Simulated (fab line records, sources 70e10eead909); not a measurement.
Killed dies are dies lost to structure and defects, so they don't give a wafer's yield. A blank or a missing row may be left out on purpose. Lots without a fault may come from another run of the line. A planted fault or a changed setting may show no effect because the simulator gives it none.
Which tool did it? | flow nand_harc | 6 lots, 18 wafers sampled, at 3 steps of a route of 1302

WHAT THE GAUGES READ, wafer by wafer
NHARC_A_CHANNEL_HOLE_D1_INSPECT_40.
lot  | measured     | on                | raw_defect_count
L901 | day 9 05:17  | defect_inspect-01 | 126 107 110
L904 | day 10 05:04 | defect_inspect-01 | 39 38 27
L910 | day 12 19:53 | defect_inspect-01 | 88 57 44
L915 | day 14 18:25 | defect_inspect-02 | 99 92 117
L917 | day 15 11:25 | defect_inspect-02 | 93 119 94
L921 | day 17 03:58 | defect_inspect-02 | 862 915 857

WHICH TOOL RAN EACH LOT (tool, then ch and the chambers of the sampled wafers, then the start)
lot  | NHARC_A_CHANNEL_HOLE_D1_ETCH_20  | NHARC_A_CHANNEL_HOLE_D1_ETCH_33
L901 | har_etch-02 ch 0,1, day 8 23:43  | har_etch-02 ch 0,1, day 9 03:33
L904 | har_etch-01 ch 0,1, day 9 23:32  | har_etch-01 ch 0,1, day 10 03:21
L910 | har_etch-01 ch 0,1, day 12 14:05 | har_etch-01 ch 0,1, day 12 17:58
L915 | har_etch-02 ch 0,1, day 14 12:51 | har_etch-02 ch 0,1, day 14 16:43
L917 | har_etch-02 ch 0,1, day 15 05:54 | har_etch-02 ch 0,1, day 15 09:43
L921 | har_etch-01 ch 0,1, day 16 22:22 | har_etch-01 ch 0,1, day 17 02:14
- NHARC_A_CHANNEL_HOLE_D1_ETCH_20: etches the open film in C4F8/O2/Ar, time 361.9 s, target depth 1600 nm.
- NHARC_A_CHANNEL_HOLE_D1_ETCH_33: etches the open film in C4F8/O2/Ar, time 90 s, target depth 400 nm.

THE ANSWER, worked out from the rows above alone
Rule: what is usual is taken from the lots themselves. Put in order of their means at a reading, lots are off if they are a third of the lots or fewer, leave a main group of 4 or more, and stand apart from it by a gap of 3 or more times the standard deviation of the main group's means; of several such gaps the widest counts. A main group whose means are all the same, to the digits that the tables above print for the reading, isn't used. A lot without any number at a reading at which 4 lots or more have one is off too. The other lots that the step has rows for count as sound.
Off: L921, at NHARC_A_CHANNEL_HOLE_D1_INSPECT_40 (raw_defect_count). The main group: mean 83, standard deviation 30.
A tool fits if, at a process step before that reading, it ran every lot that is off, and no sound lot after the first of them. The gauges at NHARC_A_CHANNEL_HOLE_D1_INSPECT_40 are tried like those tools. Can't be told from this: 2 tools fit, har_etch-01 at NHARC_A_CHANNEL_HOLE_D1_ETCH_20 and NHARC_A_CHANNEL_HOLE_D1_ETCH_33, defect_inspect-02 at NHARC_A_CHANNEL_HOLE_D1_INSPECT_40.

WHAT THE SIMULATOR HAD PUT IN
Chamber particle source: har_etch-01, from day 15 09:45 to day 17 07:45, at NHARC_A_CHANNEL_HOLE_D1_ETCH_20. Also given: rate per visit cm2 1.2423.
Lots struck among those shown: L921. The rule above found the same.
